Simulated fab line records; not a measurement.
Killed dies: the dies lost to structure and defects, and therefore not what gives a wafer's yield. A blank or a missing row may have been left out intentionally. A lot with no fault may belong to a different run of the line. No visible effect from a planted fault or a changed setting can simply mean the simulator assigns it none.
Which tool was responsible? | flow nand_harc | Sampling: 13 lots, 39 wafers, 5 of 1159 route steps

## WHAT THE GAUGES SHOWED, per wafer
NHARC_A_BONDPAD_CD_MEAS_13. Usual: 498.0 nm for cd_nm, sd 2.9.
lot  | measured     | on        | cd_nm (nm)        | flag
L979 | day 18 03:17 | cd_sem-01 | 496.8 497.6 502.7 |
L978 | day 19 06:23 | cd_sem-02 | 496.3 496.3 498.3 |
L977 | day 18 06:39 | cd_sem-03 | 497.9 499.2 491.9 |
L980 | day 18 03:58 | cd_sem-03 | 499.5 498.6 500.3 |
L981 | day 18 05:46 | cd_sem-01 | 500.0 494.4 494.0 |
L982 | day 19 03:36 | cd_sem-03 | 501.2 498.4 498.7 |
L983 | day 19 06:59 | cd_sem-03 | 497.7 497.5 496.0 |
L984 | day 20 03:05 | cd_sem-02 | 499.0 497.3 496.5 |
L985 | day 20 09:56 | cd_sem-02 | 496.5 500.7 499.7 |
L995 | day 22 09:43 | cd_sem-01 | 497.8 501.8 494.7 |
L996 | day 22 11:21 | cd_sem-03 | 495.9 494.5 497.9 |
L998 | day 23 11:35 | cd_sem-02 | 497.1 499.7 501.3 |
L100 | day 23 16:07 | cd_sem-02 | 496.6 497.8 501.7 |

NHARC_END_SORT_01. Usual: killed_at_array 29, standard deviation 11; killed_at_other 0.6, standard deviation 1; killed_at_periphery 3.1, standard deviation 2.1; killed_dies 33, standard deviation 11; killed_open 3.1, standard deviation 1.9; killed_short 1.9, standard deviation 1.5.
lot  | measured     | on        | killed_at_array | killed_at_other | killed_at_periphery | killed_dies | killed_open | killed_short | flag
L979 | day 19 15:55 | prober-01 | 28 28 26        | 2 1 0           | 3 4 2               | 33 33 28    | 3 4 1       | 1 2 3        |
L982 | day 20 17:01 | prober-02 | 22 19 25        | 0 0 0           | 4 3 6               | 26 22 31    | 3 3 3       | 1 1 2        |
L983 | day 20 16:18 | prober-01 | 30 27 26        | 0 0 1           | 1 2 2               | 31 29 29    | 1 3 0       | 3 2 1        |
L985 | day 21 21:58 | prober-01 | 30 32 34        | 0 1 0           | 8 3 4               | 38 36 38    | 1 2 3       | 0 3 2        |
L995 | day 24 01:56 | prober-01 | 37 28 30        | 2 0 2           | 97 103 88           | 136 131 120 | 2 4 2       | 1 1 1        | OFF
L996 | day 23 21:01 | prober-02 | 26 27 11        | 0 0 0           | 95 73 95            | 121 100 106 | 8 3 2       | 2 0 1        | OFF

## EACH LOT AND THE TOOL THAT RAN IT (in order: tool; ch and the chambers of the sampled wafers; start)
lot  | NHARC_P_CONTACT_ETCH_36            | NHARC_A_BONDPAD_DEGAS_25     | NHARC_THIN_TSV_CMP_01
L979 | rie_diel-08 ch 2,3, day 5 20:31    | pvd_sputter-02, day 18 03:55 | cmp-04 ch 2,3, day 18 18:43
L978 | rie_diel-08 ch 0,1,3, day 5 21:31  | pvd_sputter-01, day 19 07:01 | cmp-02 ch 2,3, day 19 20:19
L977 | rie_diel-08 ch 1,2,3, day 5 22:21  | pvd_sputter-02, day 18 07:17 | cmp-04 ch 0,1,2, day 18 19:55
L980 | rie_diel-11 ch 0,1,3, day 6 08:30  | pvd_sputter-03, day 18 04:36 | cmp-01 ch 0,1,3, day 18 21:07
L981 | rie_diel-11 ch 1,2,3, day 6 09:11  | pvd_sputter-01, day 18 06:24 | cmp-04 ch 1,2,3, day 18 17:32
L982 | rie_diel-04 ch 0,1,3, day 6 16:18  | pvd_sputter-03, day 19 04:20 | cmp-04 ch 0,1,2, day 19 17:54
L983 | rie_diel-08 ch 0,1,2, day 7 03:47  | pvd_sputter-01, day 19 07:38 | cmp-02 ch 0,3, day 19 19:05
L984 | rie_diel-08 ch 0,2,3, day 7 08:14  | pvd_sputter-01, day 20 03:42 | cmp-04 ch 0,1,2, day 20 20:51
L985 | rie_diel-08 ch 0,1,2, day 7 19:37  | pvd_sputter-01, day 20 10:35 | cmp-04 ch 1,2,3, day 21 01:19
L995 | rie_diel-08 ch 0,1,3, day 10 03:40 | pvd_sputter-02, day 22 10:22 | cmp-01 ch 1,2,3, day 23 06:02
L996 | rie_diel-08 ch 2,3, day 10 05:47   | pvd_sputter-03, day 22 11:58 | cmp-04 ch 0,2,3, day 23 04:49
L998 | rie_diel-04 ch 0,2, day 10 19:04   | pvd_sputter-01, day 23 12:13 | cmp-01 ch 0,1,2, day 24 04:29
L100 | rie_diel-11 ch 0,1, day 11 03:42   | pvd_sputter-03, day 23 16:47 | cmp-02 ch 1,2,3, day 24 06:56
- NHARC_P_CONTACT_ETCH_36: etches the open film in N2/H2, target depth 260 nm, time 406.25 s.
- NHARC_A_BONDPAD_DEGAS_25: time 60 s.
- NHARC_THIN_TSV_CMP_01: polishes.

## AS READ BY THE TOOLS THEMSELVES (means over the sampled wafers that have a number; for cases with no such wafer, the mark the record gives instead)
NHARC_P_CONTACT_ETCH_36. Usual: bias_w 150.0 W, standard deviation 0.47; drypump_motor_current_A 5.77 A, standard deviation 0.25; oes_product_au 0.996 a.u., standard deviation 0.011; rf_vpp_V 429.7 V, standard deviation 2.1; showerhead_plenum_p_Torr 2.01 Torr, standard deviation 0.07; throttle_valve_pct 14.170 %, standard deviation 0.0079.
lot  | tool        | bias_w (W) | drypump_motor_current_A (A) | oes_product_au (a.u.) | rf_vpp_V (V) | showerhead_plenum_p_Torr (Torr) | throttle_valve_pct (%) | flag
L979 | rie_diel-08 | 150.1      | 5.72                        | 0.996                 | 428.1        | 1.97                            | 14.167                 |
L978 | rie_diel-08 | 150.1      | 5.66                        | 0.995                 | 431.5        | 2.03                            | 14.181                 |
L977 | rie_diel-08 | 149.7      | 5.66                        | 1.005                 | 428.7        | 1.99                            | 14.172                 |
L980 | rie_diel-11 | 149.9      | 5.92                        | 1.002                 | 430.3        | 2.03                            | 14.174                 |
L981 | rie_diel-11 | 150.0      | 6.03                        | 0.988                 | 431.4        | 2.04                            | 14.166                 |
L982 | rie_diel-04 | 149.9      | 5.75                        | 0.981                 | 429.1        | 2.00                            | 14.174                 |
L983 | rie_diel-08 | 150.2      | 5.79                        | 0.996                 | 429.1        | 2.00                            | 14.171                 |
L984 | rie_diel-08 | 150.3      | 5.87                        | 0.987                 | 428.7        | 1.99                            | 14.164                 |
L985 | rie_diel-08 | 149.8      | 5.81                        | 0.999                 | 429.5        | 2.00                            | 14.168                 |
L995 | rie_diel-08 | 150.0      | 5.63                        | 0.996                 | 430.1        | 2.03                            | 14.173                 |
L996 | rie_diel-08 | 149.7      | 5.75                        | 1.001                 | 428.5        | 1.97                            | 14.171                 |
L998 | rie_diel-04 | 150.2      | 5.58                        | 1.001                 | 432.3        | 2.12                            | 14.172                 |
L100 | rie_diel-11 | 149.4      | 5.80                        | 0.997                 | 431.5        | 2.05                            | 14.178                 |

NHARC_A_BONDPAD_DEGAS_25. Usual: 429 W for heater_power_w, sd 33.
lot  | tool           | heater_power_w (W) | flag
L979 | pvd_sputter-02 | 422                |
L978 | pvd_sputter-01 | 400                |
L977 | pvd_sputter-02 | 463                |
L980 | pvd_sputter-03 | 423                |
L981 | pvd_sputter-01 | 403                |
L982 | pvd_sputter-03 | 475                |
L983 | pvd_sputter-01 | 408                |
L984 | pvd_sputter-01 | 405                |
L985 | pvd_sputter-01 | 404                |
L995 | pvd_sputter-02 | 447                |
L996 | pvd_sputter-03 | 437                |
L998 | pvd_sputter-01 | 434                |
L100 | pvd_sputter-03 | 422                |

NHARC_THIN_TSV_CMP_01. Usual: 12.0 A for motor_current_A, sd 1.1.
lot  | tool   | motor_current_A (A) | flag
L979 | cmp-04 | 10.9                |
L978 | cmp-02 | 11.3                |
L977 | cmp-04 | 12.0                |
L980 | cmp-01 | 11.8                |
L981 | cmp-04 | 12.1                |
L982 | cmp-04 | 11.7                |
L983 | cmp-02 | 11.3                |
L984 | cmp-04 | 11.7                |
L985 | cmp-04 | 12.3                |
L995 | cmp-01 | 11.8                |
L996 | cmp-04 | 11.9                |
L998 | cmp-01 | 11.9                |
L100 | cmp-02 | 11.9                |

## THE ANSWER, worked out from the rows above alone
Rule: lot off if the mean of its wafers having a number is beyond 3 standard deviations from the usual mean. Also off: a lot with no number at a reading for which 4 or more lots have one. All remaining lots with rows at the step are treated as sound. Order of review: gauges by route order, followed by the tools' own readings, for which a lot's mean as printed above is used. The first step at which some lot is off is used, and at that step the reading that is off furthest; a lot without a number counts as furthest.
Off: L995, L996 (NHARC_END_SORT_01, killed_at_periphery). Neither off nor sound, because the step has no rows for them: L978, L977, L980, L981, L984, L998, L100.
If a tool, at a process step before that reading, ran all the lots that are off and no sound lot after the first of them, it fits. Gauges at NHARC_END_SORT_01: tried the same way as those tools. One fits: rie_diel-08 at NHARC_P_CONTACT_ETCH_36. Its last sound lot is L985 (day 7 19:37), its first lot that is off L995 (day 10 03:40): a fault that began between those two fits.

## WHAT WAS PUT IN BY THE SIMULATOR
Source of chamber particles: rie_diel-08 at NHARC_P_CONTACT_ETCH_36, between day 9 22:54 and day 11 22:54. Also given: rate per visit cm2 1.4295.
Struck lots among those shown: L995, L996. The rule above reached the same finding.
